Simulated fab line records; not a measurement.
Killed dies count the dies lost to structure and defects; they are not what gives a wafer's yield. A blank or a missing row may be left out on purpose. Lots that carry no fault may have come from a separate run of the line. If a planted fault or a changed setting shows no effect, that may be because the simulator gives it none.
Chamber matching | flow n5Finfet | 3 sister chambers for N5_BEOL_M2_PECVD_72 on pecvd-01
The step deposits SiO2 from TEOS/O2, target thk 16 nm, time 18 s. 3 wafers are shown with their chamber, then 7 later ones without.

WAFERS, EACH WITH ITS CHAMBER
wafer  | chamber | throttleValvePct (%)
L333.4 | 2       | 20.8
L336.3 | 1       | 22.3
L336.5 | 0       | 24.2

WAFERS WITH NO CHAMBER GIVEN
wafer  | throttleValvePct (%)
L336.6 | 20.6
L342.3 | 20.9
L342.4 | 24.2
L342.6 | 21.0
L343.3 | 24.3
L343.4 | 24.4
L343.5 | 20.7

EACH ONE'S CHAMBER
wafer  | from the rows above | in truth
L336.6 | 2                   | 2
L342.3 | 2                   | 2
L342.4 | 0                   | 0
L342.6 | 2                   | 2
L343.3 | 0                   | 0
L343.4 | 0                   | 0
L343.5 | 2                   | 2
7 of 7 placed correctly. Number that these rows cannot place: 0. Number placed wrongly: 0.
How it was worked out, from the rows above alone: a wafer's distance from a chamber is the root of the sum, over the readings, of the square of ((its reading less the chamber's mean) divided by the reading's scatter). The wafer belongs to the nearest chamber; if the next one is less than 2 further off, it can't be placed. A chamber's mean is the mean of its shown wafers. The scatter (one wafer shown for each chamber): square how far every hidden wafer sits from the nearest shown wafer, average those squares and take the square root.
